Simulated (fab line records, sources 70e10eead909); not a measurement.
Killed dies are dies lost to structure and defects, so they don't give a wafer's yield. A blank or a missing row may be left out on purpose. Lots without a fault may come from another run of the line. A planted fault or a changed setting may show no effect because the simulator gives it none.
Which tool did it? | flow nand_harc | 24 lots, 72 wafers sampled, at 6 steps of a route of 1159

WHAT THE GAUGES READ, wafer by wafer
The record holds no reading of a measuring or inspecting step that can be judged against a usual standard deviation.

WHICH TOOL RAN EACH LOT (tool, then ch and the chambers of the sampled wafers, then the start)
lot  | NHARC_A_STAIRCASE_ETCH_17                     | NHARC_A_STAIRCASE_ETCH_19                     | NHARC_A_STAIRCASE_TRIM_187         | NHARC_A_STAIRCASE_DESCUM_219       | NHARC_A_STAIRCASE_ETCH_223                    | NHARC_A_STAIRCASE_STRIP_238
L074 | rie_diel-02 ch 0,1, day 10 03:50 or earlier   | rie_diel-02 ch 0,2, day 10 03:50 or earlier   | rie_diel-12 ch 1,2,3, day 10 03:50 | rie_diel-02 ch 0,1,2, day 10 07:44 | rie_diel-02 ch 0,1,2, day 10 11:22 or earlier | plasma_asher-02 ch 1, day 10 11:22
L075 | rie_diel-03 ch 0,1,3, day 11 08:44 or earlier | rie_diel-03 ch 1,2,3, day 11 08:44 or earlier | rie_diel-02 ch 0,2,3, day 11 08:44 | rie_diel-03 ch 0,1,3, day 11 12:17 | rie_diel-03 ch 1,2,3, day 11 14:47 or earlier | plasma_asher-02 ch 0,1, day 11 14:47
L076 | rie_diel-02 ch 2,3, day 11 19:25 or earlier   | rie_diel-02 ch 0,2, day 11 19:25 or earlier   | rie_diel-02 ch 0,2,3, day 11 19:25 | rie_diel-03 ch 0,1,3, day 12 00:44 | rie_diel-03 ch 0,1, day 12 03:16 or earlier   | plasma_asher-02 ch 0,1, day 12 03:16
L077 | rie_diel-03 ch 0,1,3, day 11 19:13 or earlier | rie_diel-03 ch 0,1,3, day 11 19:13 or earlier | rie_diel-02 ch 1,2,3, day 11 19:13 | rie_diel-02 ch 1,2,3, day 11 23:02 | rie_diel-02 ch 0,1,2, day 12 01:13 or earlier | plasma_asher-02 ch 0,1, day 12 01:13
L078 | rie_diel-12 ch 2,3, day 11 20:38 or earlier   | rie_diel-12 ch 1,3, day 11 20:38 or earlier   | rie_diel-03 ch 0,1,3, day 11 20:38 | rie_diel-03 ch 1,2,3, day 12 01:53 | rie_diel-03 ch 1,3, day 12 04:16 or earlier   | plasma_asher-02 ch 0, day 12 04:16
L079 | rie_diel-12 ch 2,3, day 12 04:25 or earlier   | rie_diel-12 ch 0,1, day 12 04:25 or earlier   | rie_diel-03 ch 0,2,3, day 12 04:25 | rie_diel-02 ch 0,1,3, day 12 07:55 | rie_diel-02 ch 2,3, day 12 10:17 or earlier   | plasma_asher-01 ch 0,1, day 12 10:17
L080 | rie_diel-02 ch 2,3, day 12 09:31 or earlier   | rie_diel-02 ch 0,2, day 12 09:31 or earlier   | rie_diel-02 ch 0,1, day 12 09:31   | rie_diel-02 ch 0,1,2, day 12 13:07 | rie_diel-02 ch 1,2, day 12 15:20 or earlier   | plasma_asher-02 ch 0,1, day 12 15:20
L082 | rie_diel-02 ch 1,2, day 12 13:53 or earlier   | rie_diel-02 ch 0,1, day 12 13:53 or earlier   | rie_diel-03 ch 0,1,3, day 12 13:53 | rie_diel-03 ch 0,2,3, day 12 18:28 | rie_diel-03 ch 0,1,2, day 12 21:38 or earlier | plasma_asher-01 ch 0,1, day 12 21:38
L081 | rie_diel-12 ch 0,1,3, day 13 00:59 or earlier | rie_diel-12 ch 1,2,3, day 13 00:59 or earlier | rie_diel-03 ch 0,1,3, day 13 00:59 | rie_diel-03 ch 0,1,2, day 13 04:39 | rie_diel-03 ch 0,2,3, day 13 07:00 or earlier | plasma_asher-02 ch 0,1, day 13 07:00
L084 | rie_diel-02 ch 0,2,3, day 13 13:33 or earlier | rie_diel-02 ch 0,2,3, day 13 13:33 or earlier | rie_diel-03 ch 2,3, day 13 13:33   | rie_diel-12 ch 0,3, day 13 17:11   | rie_diel-12 ch 0,2,3, day 13 19:49 or earlier | plasma_asher-01 ch 0,1, day 13 19:49
L085 | rie_diel-12 ch 0,1,3, day 13 13:53 or earlier | rie_diel-12 ch 0,2, day 13 13:53 or earlier   | rie_diel-12 ch 0,1,2, day 13 13:53 | rie_diel-12 ch 2,3, day 13 17:55   | rie_diel-12 ch 0,1,2, day 13 20:28 or earlier | plasma_asher-01 ch 0,1, day 13 20:28
L087 | rie_diel-02 ch 0,1,3, day 13 20:34 or earlier | rie_diel-02 ch 1,2,3, day 13 20:34 or earlier | rie_diel-03 ch 0,3, day 13 20:34   | rie_diel-12 ch 2,3, day 14 00:01   | rie_diel-12 ch 2,3, day 14 02:23 or earlier   | plasma_asher-02 ch 0,1, day 14 02:23
L086 | rie_diel-02 ch 0,1,3, day 13 21:17 or earlier | rie_diel-02 ch 1,2,3, day 13 21:17 or earlier | rie_diel-02 ch 0,2,3, day 13 21:17 | rie_diel-02 ch 0,2, day 14 00:58   | rie_diel-02 ch 0,2, day 14 03:21 or earlier   | plasma_asher-02 ch 0,1, day 14 03:21
L083 | rie_diel-02 ch 0,3, day 14 00:17 or earlier   | rie_diel-02 ch 0,1,3, day 14 00:17 or earlier | rie_diel-02 ch 1,2, day 14 00:17   | rie_diel-12 ch 0,3, day 14 03:57   | rie_diel-12 ch 0,3, day 14 06:20 or earlier   | plasma_asher-01 ch 0,1, day 14 06:20
L089 | rie_diel-02 ch 0,1,2, day 14 13:10 or earlier | rie_diel-02 ch 1,2,3, day 14 13:10 or earlier | rie_diel-03 ch 0,2,3, day 14 13:10 | rie_diel-03 ch 0,1,3, day 14 17:14 | rie_diel-03 ch 0,1,3, day 14 19:37 or earlier | plasma_asher-02 ch 0,1, day 14 19:37
L088 | rie_diel-12 ch 0,1,2, day 14 13:50 or earlier | rie_diel-12 ch 0,1,3, day 14 13:50 or earlier | rie_diel-12 ch 0,1,2, day 14 13:50 | rie_diel-03 ch 0,1,2, day 14 17:49 | rie_diel-03 ch 1,2,3, day 14 20:13 or earlier | plasma_asher-02 ch 0,1, day 14 20:13
L090 | rie_diel-02 ch 0,2,3, day 15 09:28 or earlier | rie_diel-02 ch 0,1,2, day 15 09:28 or earlier | rie_diel-03 ch 2,3, day 15 09:28   | rie_diel-03 ch 1,2, day 15 13:10   | rie_diel-03 ch 1,2,3, day 15 15:30 or earlier | plasma_asher-02 ch 0,1, day 15 15:30
L092 | rie_diel-02 ch 2,3, day 15 12:16 or earlier   | rie_diel-02 ch 1,2, day 15 12:16 or earlier   | rie_diel-02 ch 0,1,3, day 15 12:16 | rie_diel-03 ch 0,1,3, day 15 15:57 | rie_diel-03 ch 1,2,3, day 15 18:20 or earlier | plasma_asher-02 ch 0,1, day 15 18:20
L093 | rie_diel-12 ch 0,2,3, day 15 15:19 or earlier | rie_diel-12 ch 0,2,3, day 15 15:19 or earlier | rie_diel-02 ch 0,1,2, day 15 15:19 | rie_diel-02 ch 0,2,3, day 15 19:04 | rie_diel-02 ch 0,1,3, day 15 21:26 or earlier | plasma_asher-02 ch 0,1, day 15 21:26
L091 | rie_diel-02 ch 0,2,3, day 15 15:43 or earlier | rie_diel-02 ch 0,3, day 15 15:43 or earlier   | rie_diel-03 ch 1,2, day 15 15:43   | rie_diel-03 ch 0,3, day 15 19:29   | rie_diel-03 ch 1,2,3, day 15 22:40 or earlier | plasma_asher-01 ch 0, day 15 22:40
L094 | rie_diel-12 ch 0,2,3, day 15 19:34 or earlier | rie_diel-12 ch 0,1,3, day 15 19:34 or earlier | rie_diel-02 ch 0,1,3, day 15 19:34 | rie_diel-03 ch 0,2,3, day 16 00:41 | rie_diel-03 ch 1,2,3, day 16 03:05 or earlier | plasma_asher-01 ch 0,1, day 16 03:05
L095 | rie_diel-12 ch 1,3, day 16 15:41 or earlier   | rie_diel-12 ch 0,1,2, day 16 15:41 or earlier | rie_diel-02 ch 0,1,3, day 16 15:41 | rie_diel-02 ch 0,1, day 16 19:33   | rie_diel-02 ch 0,3, day 16 22:39 or earlier   | plasma_asher-01 ch 0,1, day 16 22:39
L097 | rie_diel-12 ch 1,2,3, day 16 16:02 or earlier | rie_diel-12 ch 0,2,3, day 16 16:02 or earlier | rie_diel-02 ch 2,3, day 16 16:02   | rie_diel-03 ch 1,2,3, day 16 19:43 | rie_diel-03 ch 0,3, day 16 22:21 or earlier   | plasma_asher-02 ch 0,1, day 16 22:21
L096 | rie_diel-02 ch 0,2, day 16 18:48 or earlier   | rie_diel-02 ch 0,1,3, day 16 18:48 or earlier | rie_diel-12 ch 1,2,3, day 16 18:48 | rie_diel-03 ch 0,1,2, day 16 22:50 | rie_diel-03 ch 0,1, day 17 03:55 or earlier   | plasma_asher-02 ch 0,1, day 17 03:55
- NHARC_A_STAIRCASE_ETCH_17: etches the open film in C4F8/O2, target depth 100 nm, time 40.5 s.
- NHARC_A_STAIRCASE_ETCH_19: etches the open film in C4F8/O2, target depth 100 nm, time 40.5 s.
- NHARC_A_STAIRCASE_TRIM_187: chemistry O2, time 211.2 s.
- NHARC_A_STAIRCASE_DESCUM_219: chemistry O2, time 3 s.
- NHARC_A_STAIRCASE_ETCH_223: etches the open film in C4F8/O2, target depth 100 nm, time 40.5 s.
- NHARC_A_STAIRCASE_STRIP_238: strips in O2.

WHAT THE TOOLS THEMSELVES READ (means of the sampled wafers that have a number; where no wafer has one, the mark that the record gives instead)
NHARC_A_STAIRCASE_ETCH_17.
lot  | tool        | oes_product_au (a.u.) | rf_vpp_V (V)
L074 | rie_diel-02 | 0.933                 | 891
L075 | rie_diel-03 | 0.940                 | 896
L076 | rie_diel-02 | 0.934                 | 893
L077 | rie_diel-03 | 0.953                 | 896
L078 | rie_diel-12 | 0.940                 | 901
L079 | rie_diel-12 | 0.920                 | 902
L080 | rie_diel-02 | 0.950                 | 893
L082 | rie_diel-02 | 0.938                 | 891
L081 | rie_diel-12 | 0.940                 | 896
L084 | rie_diel-02 | 0.942                 | 892
L085 | rie_diel-12 | 0.937                 | 897
L087 | rie_diel-02 | 0.953                 | 891
L086 | rie_diel-02 | 0.945                 | 891
L083 | rie_diel-02 | 0.946                 | 892
L089 | rie_diel-02 | 0.940                 | 890
L088 | rie_diel-12 | 0.927                 | 898
L090 | rie_diel-02 | 0.949                 | 891
L092 | rie_diel-02 | 0.957                 | 892
L093 | rie_diel-12 | 0.929                 | 900
L091 | rie_diel-02 | 0.946                 | 892
L094 | rie_diel-12 | 0.936                 | 900
L095 | rie_diel-12 | 0.939                 | 895
L097 | rie_diel-12 | 0.943                 | 896
L096 | rie_diel-02 | 0.944                 | 891

NHARC_A_STAIRCASE_ETCH_19.
lot  | tool        | oes_product_au (a.u.) | rf_vpp_V (V)
L074 | rie_diel-02 | 0.941                 | 892
L075 | rie_diel-03 | 0.942                 | 898
L076 | rie_diel-02 | 0.933                 | 893
L077 | rie_diel-03 | 0.946                 | 896
L078 | rie_diel-12 | 0.946                 | 896
L079 | rie_diel-12 | 0.932                 | 894
L080 | rie_diel-02 | 0.957                 | 891
L082 | rie_diel-02 | 0.946                 | 890
L081 | rie_diel-12 | 0.936                 | 897
L084 | rie_diel-02 | 0.951                 | 892
L085 | rie_diel-12 | 0.921                 | 901
L087 | rie_diel-02 | 0.939                 | 892
L086 | rie_diel-02 | 0.946                 | 891
L083 | rie_diel-02 | 0.949                 | 892
L089 | rie_diel-02 | 0.934                 | 891
L088 | rie_diel-12 | 0.932                 | 896
L090 | rie_diel-02 | 0.947                 | 890
L092 | rie_diel-02 | 0.942                 | 888
L093 | rie_diel-12 | 0.931                 | 899
L091 | rie_diel-02 | 0.957                 | 891
L094 | rie_diel-12 | 0.943                 | 896
L095 | rie_diel-12 | 0.933                 | 896
L097 | rie_diel-12 | 0.922                 | 899
L096 | rie_diel-02 | 0.945                 | 891

NHARC_A_STAIRCASE_TRIM_187.
lot  | tool        | drypump_motor_current_A (A) | oes_product_au (a.u.) | rf_vpp_V (V) | showerhead_plenum_p_Torr (Torr) | throttle_valve_pct (%)
L074 | rie_diel-12 | 5.8                         | 0.998                 | 57.2         | 3.58                            | 17.042
L075 | rie_diel-02 | 5.5                         | 0.999                 | 58.9         | 3.43                            | 17.034
L076 | rie_diel-02 | 5.5                         | 1.007                 | 57.3         | 3.43                            | 17.032
L077 | rie_diel-02 | 5.5                         | 1.005                 | 57.6         | 3.40                            | 17.034
L078 | rie_diel-03 | 5.3                         | 1.007                 | 57.9         | 3.54                            | 17.036
L079 | rie_diel-03 | 5.5                         | 1.017                 | 58.5         | 3.55                            | 17.030
L080 | rie_diel-02 | 5.9                         | 0.993                 | 57.6         | 3.37                            | 17.040
L082 | rie_diel-03 | 5.3                         | 0.994                 | 57.3         | 3.54                            | 17.033
L081 | rie_diel-03 | 5.4                         | 1.000                 | 57.6         | 3.53                            | 17.043
L084 | rie_diel-03 | 5.5                         | 1.010                 | 58.0         | 3.58                            | 17.035
L085 | rie_diel-12 | 5.9                         | 0.977                 | 58.1         | 3.57                            | 17.032
L087 | rie_diel-03 | 5.4                         | 1.008                 | 57.7         | 3.50                            | 17.049
L086 | rie_diel-02 | 5.5                         | 1.007                 | 58.1         | 3.42                            | 17.036
L083 | rie_diel-02 | 5.8                         | 0.993                 | 57.5         | 3.34                            | 17.040
L089 | rie_diel-03 | 5.5                         | 1.011                 | 57.9         | 3.54                            | 17.031
L088 | rie_diel-12 | 5.9                         | 0.975                 | 57.7         | 3.56                            | 17.047
L090 | rie_diel-03 | 5.5                         | 1.013                 | 57.5         | 3.57                            | 17.037
L092 | rie_diel-02 | 5.7                         | 1.008                 | 57.3         | 3.38                            | 17.033
L093 | rie_diel-02 | 5.7                         | 1.001                 | 56.6         | 3.36                            | 17.036
L091 | rie_diel-03 | 5.1                         | 1.003                 | 58.6         | 3.61                            | 17.042
L094 | rie_diel-02 | 5.7                         | 1.012                 | 56.9         | 3.38                            | 17.039
L095 | rie_diel-02 | 5.7                         | 1.011                 | 56.8         | 3.38                            | 17.032
L097 | rie_diel-02 | 5.3                         | 1.005                 | 57.9         | 3.42                            | 17.035
L096 | rie_diel-12 | 5.8                         | 0.998                 | 57.3         | 3.55                            | 17.037

NHARC_A_STAIRCASE_DESCUM_219.
lot  | tool        | drypump_motor_current_A (A) | oes_product_au (a.u.) | rf_vpp_V (V) | showerhead_plenum_p_Torr (Torr) | throttle_valve_pct (%)
L074 | rie_diel-02 | 5.7                         | 0.998                 | 57.7         | 1.83                            | 11.312
L075 | rie_diel-03 | 5.3                         | 1.012                 | 58.1         | 1.92                            | 11.310
L076 | rie_diel-03 | 5.3                         | 1.000                 | 57.5         | 1.92                            | 11.303
L077 | rie_diel-02 | 5.5                         | 0.992                 | 58.0         | 1.84                            | 11.315
L078 | rie_diel-03 | 5.4                         | 1.008                 | 57.8         | 1.94                            | 11.313
L079 | rie_diel-02 | 5.7                         | 1.007                 | 58.0         | 1.83                            | 11.316
L080 | rie_diel-02 | 5.7                         | 1.001                 | 57.7         | 1.82                            | 11.314
L082 | rie_diel-03 | 5.4                         | 1.010                 | 57.7         | 1.92                            | 11.325
L081 | rie_diel-03 | 5.1                         | 1.002                 | 59.2         | 1.94                            | 11.325
L084 | rie_diel-12 | 5.5                         | 0.983                 | 57.7         | 1.96                            | 11.307
L085 | rie_diel-12 | 5.6                         | 0.991                 | 56.9         | 1.97                            | 11.316
L087 | rie_diel-12 | 5.8                         | 0.981                 | 57.8         | 1.99                            | 11.314
L086 | rie_diel-02 | 5.5                         | 0.998                 | 57.5         | 1.84                            | 11.305
L083 | rie_diel-12 | 5.4                         | 0.987                 | 58.7         | 1.95                            | 11.306
L089 | rie_diel-03 | 5.3                         | 1.011                 | 58.2         | 1.91                            | 11.301
L088 | rie_diel-03 | 5.1                         | 1.010                 | 57.9         | 1.94                            | 11.306
L090 | rie_diel-03 | 5.1                         | 1.008                 | 57.4         | 1.96                            | 11.299
L092 | rie_diel-03 | 5.3                         | 1.012                 | 58.9         | 1.91                            | 11.311
L093 | rie_diel-02 | 5.4                         | 1.011                 | 57.5         | 1.85                            | 11.315
L091 | rie_diel-03 | 5.4                         | 1.012                 | 57.1         | 1.89                            | 11.313
L094 | rie_diel-03 | 5.4                         | 1.008                 | 57.4         | 1.92                            | 11.313
L095 | rie_diel-02 | 5.9                         | 1.005                 | 57.4         | 1.81                            | 11.306
L097 | rie_diel-03 | 5.4                         | 1.002                 | 57.6         | 1.93                            | 11.318
L096 | rie_diel-03 | 5.1                         | 1.005                 | 58.1         | 1.93                            | 11.313

NHARC_A_STAIRCASE_ETCH_223.
lot  | tool        | oes_product_au (a.u.) | rf_vpp_V (V)
L074 | rie_diel-02 | 0.941                 | 891
L075 | rie_diel-03 | 0.943                 | 898
L076 | rie_diel-03 | 0.957                 | 897
L077 | rie_diel-02 | 0.944                 | 890
L078 | rie_diel-03 | 0.937                 | 897
L079 | rie_diel-02 | 0.953                 | 893
L080 | rie_diel-02 | 0.944                 | 890
L082 | rie_diel-03 | 0.937                 | 898
L081 | rie_diel-03 | 0.945                 | 897
L084 | rie_diel-12 | 0.923                 | 900
L085 | rie_diel-12 | 0.918                 | 897
L087 | rie_diel-12 | 0.938                 | 900
L086 | rie_diel-02 | 0.928                 | 892
L083 | rie_diel-12 | 0.928                 | 898
L089 | rie_diel-03 | 0.961                 | 897
L088 | rie_diel-03 | 0.948                 | 897
L090 | rie_diel-03 | 0.943                 | 897
L092 | rie_diel-03 | 0.951                 | 898
L093 | rie_diel-02 | 0.949                 | 891
L091 | rie_diel-03 | 0.934                 | 896
L094 | rie_diel-03 | 0.943                 | 897
L095 | rie_diel-02 | 0.968                 | 893
L097 | rie_diel-03 | 0.948                 | 895
L096 | rie_diel-03 | 0.937                 | 895

NHARC_A_STAIRCASE_STRIP_238.
lot  | tool            | drypump_motor_current_A (A) | heater_power_w (W)
L074 | plasma_asher-02 | 5.7                         | 327
L075 | plasma_asher-02 | 5.5                         | 339
L076 | plasma_asher-02 | 5.5                         | 338
L077 | plasma_asher-02 | 5.5                         | 333
L078 | plasma_asher-02 | 4.8                         | 367
L079 | plasma_asher-01 | 5.4                         | 339
L080 | plasma_asher-02 | 5.1                         | 353
L082 | plasma_asher-01 | 5.5                         | 333
L081 | plasma_asher-02 | 5.1                         | 353
L084 | plasma_asher-01 | 5.5                         | 334
L085 | plasma_asher-01 | 5.5                         | 339
L087 | plasma_asher-02 | 5.1                         | 350
L086 | plasma_asher-02 | 5.5                         | 335
L083 | plasma_asher-01 | 5.5                         | 338
L089 | plasma_asher-02 | 5.1                         | 348
L088 | plasma_asher-02 | 5.1                         | 359
L090 | plasma_asher-02 | 5.4                         | 338
L092 | plasma_asher-02 | 5.1                         | 353
L093 | plasma_asher-02 | 5.1                         | 354
L091 | plasma_asher-01 | 5.6                         | 341
L094 | plasma_asher-01 | 5.3                         | 327
L095 | plasma_asher-01 | 5.5                         | 338
L097 | plasma_asher-02 | 5.4                         | 341
L096 | plasma_asher-02 | 5.4                         | 341

THE ANSWER, worked out from the rows above alone
Rule: what is usual is taken from the lots themselves. Put in order of their means at a reading, lots are off if they are a third of the lots or fewer, leave a main group of 4 or more, and stand apart from it by a gap of 3 or more times the standard deviation of the main group's means; of several such gaps the widest counts. A main group whose means are all the same, to the digits that the tables above print for the reading, isn't used. A lot without any number at a reading at which 4 lots or more have one is off too. The other lots that the step has rows for count as sound. The gauges are gone through in route order, then the tools' own readings, and for those a lot's mean is taken as printed above. The first step at which some lot is off is used, and at that step the reading that is off furthest; a lot without a number counts as furthest.
No lot is off at any reading shown: from this, nothing can be told.

WHAT THE SIMULATOR HAD PUT IN
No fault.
